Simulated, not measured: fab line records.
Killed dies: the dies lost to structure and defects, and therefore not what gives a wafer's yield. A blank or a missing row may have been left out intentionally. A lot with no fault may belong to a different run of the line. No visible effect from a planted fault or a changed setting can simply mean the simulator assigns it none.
fab line records ; flow n5-finfet ; part 2 of 2: steps 22 to 32 of 32
record: lots: 5; wafers: 15; last-day: 17
route steps=1938 shown WELL_APT@53 PMOS_HMC_CHANNEL_EPI@57
lots untouched by any fault: they come from a run of this same line in which no faults occurred
start-h: start of the lot's first displayed wafer, in hours after the record's first day ; wait-h: hours elapsed since this lot's preceding step ; " same as the row above ; L1.1+2: a single row standing in for several wafers ; - no value, or no start given ; * or withheld: withheld ; < > ~ a bound
route shown NAME@n: names a module that has steps shown in the file, with the first one's number in the route ; usual: mean and standard deviation over wafers with no fault ; same: alike in all rows ; chamber/n: place in a boat ; sites: the reading at each site ; _std_site: the standard deviation of these ; _edge_site: the outer-site mean with the inner-site mean subtracted ; radius-mm: how far each site lies from the wafer's centre ; mask NAME#n: copy n ; behind: the tool/chamber that last shaped the wafer ; hold: what put the lot on hold/how long, in hours/how the hold closed ; device: whichever transistor did not switch (one of n, p or np) ; end of line: tests run on the same wafers once the route is complete ; where a step has no rows: the recipe by itself ; killed: count of dies lost to structure and defects at first sort (not the wafer's yield) ; map: a wafer's dies, marking killed ones x, the rest . and places with no die _
set.NAME: the setting the step ran with; set.NAME@STEP: the setting that earlier step ran with ; model.NAME: the simulator's own value behind a step, which no gauge read
certain route steps with their lots: each step a table, each wafer a row
services: from which hour (start-h, from the record's first day; less than 0 if before it) a tool's chamber was out of use, for how many hours, and why
== steps ==
step: N5_PMOS_HMC_CHANNEL_EPI_FIN_RECESS_16
recipe: chemistry: HBr/Cl2; target: Si; mask-material: SiO2; target-depth-a: 540; time-s: 18; pressure-mtorr: 10; icp-w: 800; bias-w: 75; HBr_flow_sccm: 150; Cl2_flow_sccm: 80
usual: drypump-motor-current-A: 5.8/0.36; oes-product-au: 0.992/0.014; throttle-valve-pct: 35.45/0.21
lot.wafer;tool;chamber;start-h;wait-h;drypump-motor-current-A;oes-product-au;rf-hours-counter-h;throttle-valve-pct
L077.2;rie-si-03;1;36.13;0.0;6.1;1.016;24;35.89
L077.3;rie-si-03;2;36.13;0.0;6.1;0.992;181;35.57
L077.4;rie-si-03;0;36.13;0.0;6.0;0.989;133;35.49
L081.3;rie-si-04;1;60.64;0.0;5.6;1.003;142;35.60
L081.4;rie-si-04;3;60.64;0.0;6.4;1.003;109;35.24
L081.6;rie-si-04;2;60.64;0.0;5.7;0.982;-;35.54
L089.2;rie-si-04;1;108.32;0.0;5.5;1.015;143;35.58
L089.3;rie-si-04;0;108.32;0.0;5.6;0.978;137;35.35
L089.5;rie-si-04;2;108.32;0.0;5.7;0.981;-;35.55
L091.2;rie-si-04;3;120.80;0.0;6.4;0.993;110;35.24
L091.3;rie-si-04;2;120.80;0.0;5.7;0.985;55;35.54
L091.6;rie-si-04;2;120.80;0.0;5.7;0.978;-;35.56
L092.2;rie-si-06;3;125.95;0.0;5.5;0.999;120;35.73
L092.3;rie-si-06;1;125.95;0.0;6.0;0.977;140;35.26
L092.6;rie-si-06;0;125.95;0.0;5.5;0.970;-;35.13
step: N5_PMOS_HMC_CHANNEL_EPI_PRECLEAN_36
recipe: chemistry: O3/DIW; time-s: 45; temp-c: 22; o3-ppm: 10
usual: bath-heat-duty-pct: 2.4/0.41
lot.wafer;tool;chamber;start-h;wait-h;bath-heat-duty-pct
L077.2;wet-bench-04;2;36.23;0.1;1.9
L077.3;wet-bench-04;7;36.23;0.1;2.2
L077.4;wet-bench-04;3;36.23;0.1;2.1
L081.3;wet-bench-05;0;60.74;0.1;2.9
L081.4;wet-bench-05;6;60.74;0.1;2.5
L081.6;wet-bench-05;3;60.74;0.1;1.6
L089.2;wet-bench-04;6;108.42;0.1;2.5
L089.3;wet-bench-04;4;108.42;0.1;2.9
L089.5;wet-bench-04;2;108.42;0.1;2.2
L091.2;wet-bench-02;2;120.89;0.1;2.5
L091.3;wet-bench-02;5;120.89;0.1;2.9
L091.6;wet-bench-02;3;120.89;0.1;1.8
L092.2;wet-bench-04;6;126.05;0.1;2.6
L092.3;wet-bench-04;4;126.05;0.1;2.4
L092.6;wet-bench-04;3;126.05;0.1;2.0
step: N5_PMOS_HMC_CHANNEL_EPI_PRECLEAN_18
recipe: chemistry: DHF; time-s: 30; temp-c: 25; dilution: withheld
lot.wafer;tool;chamber;start-h;wait-h
L077.2+3+4;wet-bench-04;2,7,3;36.25;0.0
L081.3+4+6;wet-bench-05;0,6,3;60.75;0.0
L089.2+3+5;wet-bench-04;6,4,2;108.43;0.0
L091.2+3+6;wet-bench-02;2,5,3;120.91;0.0
L092.2+3+6;wet-bench-04;6,4,3;126.07;0.0
step: N5_PMOS_HMC_CHANNEL_EPI_SRD_19
recipe: dry: ipa-marangoni; do-ppb: 5; time-s: 30; temp-c: 23; rinse-liquid: diw
usual: bath-heat-duty-pct: 3.7/0.61
lot.wafer;tool;chamber;start-h;wait-h;bath-heat-duty-pct
L077.2;wet-bench-04;2;36.26;0.0;3.7
L077.3;wet-bench-04;7;36.26;0.0;3.2
L077.4;wet-bench-04;3;36.26;0.0;2.8
L081.3;wet-bench-05;0;60.76;0.0;4.2
L081.4;wet-bench-05;6;60.76;0.0;3.4
L081.6;wet-bench-05;3;60.76;0.0;3.4
L089.2;wet-bench-04;6;108.44;0.0;4.1
L089.3;wet-bench-04;4;108.44;0.0;4.1
L089.5;wet-bench-04;2;108.44;0.0;5.1
L091.2;wet-bench-02;2;120.92;0.0;3.7
L091.3;wet-bench-02;5;120.92;0.0;4.2
L091.6;wet-bench-02;3;120.92;0.0;3.3
L092.2;wet-bench-04;6;126.08;0.0;4.4
L092.3;wet-bench-04;4;126.08;0.0;3.4
L092.6;wet-bench-04;3;126.08;0.0;2.5
step: N5_PMOS_HMC_CHANNEL_EPI_EPI_20
recipe: material: SiGe30; mask-material: SiO2; pressure-torr: 20; target-thk-a: 590; temp-c: 600
usual: susceptor_temp_C_max: 601.3/0.63
lot.wafer;tool;chamber;start-h;wait-h;susceptor_temp_C_max
L077.2;epi-rpcvd-04;0;36.51;0.2;600.6
L077.3;epi-rpcvd-04;0;36.51;0.2;600.3
L077.4;epi-rpcvd-04;0;36.51;0.2;600.8
L081.3;epi-rpcvd-04;0;61.21;0.4;601.0
L081.4;epi-rpcvd-04;0;61.21;0.4;600.7
L081.6;epi-rpcvd-04;0;61.21;0.4;600.9
L089.2;epi-rpcvd-04;0;108.69;0.2;601.0
L089.3;epi-rpcvd-04;0;108.69;0.2;600.7
L089.5;epi-rpcvd-04;0;108.69;0.2;600.8
L091.2;epi-rpcvd-03;0;121.17;0.2;601.6
L091.3;epi-rpcvd-03;0;121.17;0.2;601.4
L091.6;epi-rpcvd-03;0;121.17;0.2;601.1
L092.2;epi-rpcvd-04;0;126.39;0.3;601.2
L092.3;epi-rpcvd-04;0;126.39;0.3;601.3
L092.6;epi-rpcvd-04;0;126.39;0.3;601.1
step: N5_PMOS_HMC_CHANNEL_EPI_HM_STRIP_35
recipe: chemistry: dHF; temp-c: 25; material: SiO2; target: SiO2; target-depth-a: 396; time-s: 216
usual: bath-heat-duty-pct: 6.4/0.78
lot.wafer;tool;chamber;start-h;wait-h;bath-heat-duty-pct
L077.2;wet-bench-02;4;37.54;0.8;5.5
L077.3;wet-bench-02;3;37.54;0.8;6.0
L077.4;wet-bench-02;7;37.54;0.8;8.1
L081.3;wet-bench-02;6;62.04;0.6;5.6
L081.4;wet-bench-02;0;62.04;0.6;7.3
L081.6;wet-bench-02;2;62.04;0.6;7.0
L089.2;wet-bench-04;4;109.72;0.8;6.8
L089.3;wet-bench-04;3;109.72;0.8;5.3
L089.5;wet-bench-04;7;109.72;0.8;5.3
L091.2;wet-bench-05;7;122.20;0.8;5.7
L091.3;wet-bench-05;3;122.20;0.8;5.4
L091.6;wet-bench-05;4;122.20;0.8;6.6
L092.2;wet-bench-02;5;127.76;1.1;7.7
L092.3;wet-bench-02;1;127.76;1.1;6.9
L092.6;wet-bench-02;4;127.76;1.1;6.9
step: N5_PMOS_HMC_CHANNEL_EPI_SRD_39
recipe: dry: ipa-marangoni; time-s: 30; temp-c: 23; rinse-liquid: diw
usual: bath-heat-duty-pct: 3.6/0.5
lot.wafer;tool;chamber;start-h;wait-h;bath-heat-duty-pct
L077.2;wet-bench-02;4;37.60;0.0;3.2
L077.3;wet-bench-02;3;37.60;0.0;3.5
L077.4;wet-bench-02;7;37.60;0.0;4.0
L081.3;wet-bench-02;6;62.11;0.0;3.0
L081.4;wet-bench-02;0;62.11;0.0;4.5
L081.6;wet-bench-02;2;62.11;0.0;3.1
L089.2;wet-bench-04;4;109.79;0.0;4.0
L089.3;wet-bench-04;3;109.79;0.0;2.7
L089.5;wet-bench-04;7;109.79;0.0;3.1
L091.2;wet-bench-05;7;122.26;0.0;3.6
L091.3;wet-bench-05;3;122.26;0.0;2.6
L091.6;wet-bench-05;4;122.26;0.0;3.8
L092.2;wet-bench-02;5;127.82;0.0;4.8
L092.3;wet-bench-02;1;127.82;0.0;3.4
L092.6;wet-bench-02;4;127.82;0.0;3.6
step: N5_PMOS_HMC_CHANNEL_EPI_CMP_21
recipe: material: SiGe30; post-cmp-clean: alkaline-brush; target-thk-nm: 54
usual: motor-current-A: 11.7/1.5; pad-life-wafers: 765/480; retaining-ring-pressure-frac: 1.000/0.005
lot.wafer;tool;chamber;start-h;wait-h;motor-current-A;pad-life-wafers;retaining-ring-pressure-frac
L077.4;cmp-04;0;37.68;0.1;12.8;811;1.004
L077.3;cmp-04;1;37.68;0.1;11.1;812;0.990
L077.2;cmp-04;2;37.68;0.1;10.0;813;0.994
L081.4;cmp-02;3;62.15;0.0;10.7;510;0.994
L081.3;cmp-02;0;62.15;0.0;10.2;511;0.994
L081.6;cmp-02;0;62.15;0.0;10.3;-;1.002
L089.3;cmp-01;2;109.86;0.1;11.6;205;1.001
L089.2;cmp-01;0;109.86;0.1;9.2;207;0.995
L089.5;cmp-01;2;109.86;0.1;11.7;-;0.991
L091.3;cmp-02;3;122.30;0.0;10.7;984;0.999
L091.2;cmp-02;0;122.30;0.0;10.7;985;1.000
L091.6;cmp-02;3;122.30;0.0;10.9;-;1.004
L092.2;cmp-02;1;127.86;0.0;14.1;1038;0.992
L092.3;cmp-02;2;127.86;0.0;13.1;1039;1.001
L092.6;cmp-02;2;127.86;0.0;13.3;-;0.997
step: N5_PMOS_HMC_CHANNEL_EPI_THK_MEAS_22
recipe: reads: SiGe30_of_PMOS_HMC_CHANNEL_EPI_EPI_20
usual: HMC_CMP_THK: 53.9/0.49
lot.wafer;tool;chamber;start-h;wait-h;HMC_CMP_THK[nm]
L077.2;film-metro-02;-;37.94;-;54.3
L077.3;film-metro-02;-;37.94;-;53.6
L077.4;film-metro-02;-;37.94;-;53.3
L081.3;film-metro-01;-;62.44;-;54.1
L081.4;film-metro-01;-;62.44;-;54.7
L081.6;film-metro-01;-;62.44;-;54.2
L089.2;film-metro-01;-;110.12;-;54.4
L089.3;film-metro-01;-;110.12;-;53.8
L089.5;film-metro-01;-;110.12;-;54.2
L091.2;film-metro-02;-;122.60;-;53.9
L091.3;film-metro-02;-;122.60;-;54.5
L091.6;film-metro-02;-;122.60;-;54.3
L092.2;film-metro-02;-;128.15;-;53.7
L092.3;film-metro-02;-;128.15;-;52.7
L092.6;film-metro-02;-;128.15;-;53.8
step: N5_PMOS_HMC_CHANNEL_EPI_PRECLEAN_40
recipe: chemistry: DHF; time-s: 30; temp-c: 25; dilution: withheld
lot.wafer;tool;chamber;start-h;wait-h
L077.2+3+4;wet-bench-04;1,2,4;37.97;0.0
L081.3+4+6;wet-bench-02;5,6,4;62.47;0.0
L089.2+3+5;wet-bench-05;5,0,7;110.15;0.0
L091.2+3+6;wet-bench-05;6,7,4;122.62;0.0
L092.2+3+6;wet-bench-04;2,4,7;128.18;0.0
step: N5_PMOS_HMC_CHANNEL_EPI_PRECLEAN_37
recipe: chemistry: O3/DIW; time-s: 45; temp-c: 22; o3-ppm: 10
usual: bath-heat-duty-pct: 2.3/0.48
lot.wafer;tool;chamber;start-h;wait-h;bath-heat-duty-pct
L077.2;wet-bench-04;1;37.98;0.0;2.9
L077.3;wet-bench-04;2;37.98;0.0;2.0
L077.4;wet-bench-04;4;37.98;0.0;2.5
L081.3;wet-bench-02;5;62.48;0.0;2.9
L081.4;wet-bench-02;6;62.48;0.0;1.7
L081.6;wet-bench-02;4;62.48;0.0;3.1
L089.2;wet-bench-05;5;110.16;0.0;2.1
L089.3;wet-bench-05;0;110.16;0.0;2.9
L089.5;wet-bench-05;7;110.16;0.0;1.6
L091.2;wet-bench-05;6;122.63;0.0;2.2
L091.3;wet-bench-05;7;122.63;0.0;2.0
L091.6;wet-bench-05;4;122.63;0.0;2.4
L092.2;wet-bench-04;2;128.19;0.0;2.9
L092.3;wet-bench-04;4;128.19;0.0;2.3
L092.6;wet-bench-04;7;128.19;0.0;1.9
== services ==
tool;chamber;start-h;hours;kind
rie-si-04;-;20.58;0.8;repair
arfi-scanner-01;-;21.60;1.3;pm
wet-bench-05;-;26.20;3.1;repair
rie-si-04;2;29.78;5.5;repair
epi-rpcvd-03;-;31.11;18.9;pm
arfi-scanner-03;-;32.84;1.0;pm
cmp-02;-;37.28;5.3;pm
rie-si-06;-;40.69;0.7;repair
pecvd-02;0;40.70;10.4;repair
epi-rpcvd-03;-;50.01;14.6;pm
wet-bench-06;-;52.93;2.4;repair
arfi-scanner-01;-;66.95;2.0;repair
epi-rpcvd-03;-;68.12;26.0;repair
arfi-scanner-03;-;70.99;1.3;pm
arfi-scanner-01;-;71.63;0.4;repair
arfi-scanner-03;-;81.81;3.9;pm
epi-rpcvd-01;-;83.73;0.3;repair
arfi-scanner-03;-;88.52;0.7;repair
arfi-scanner-01;-;89.49;0.8;pm
rie-diel-04;3;97.35;10.8;repair
arfi-scanner-01;-;97.43;1.0;pm
arfi-scanner-01;-;100.39;2.0;repair
rie-diel-04;-;100.48;4.0;repair
arfi-scanner-03;-;106.02;0.8;pm
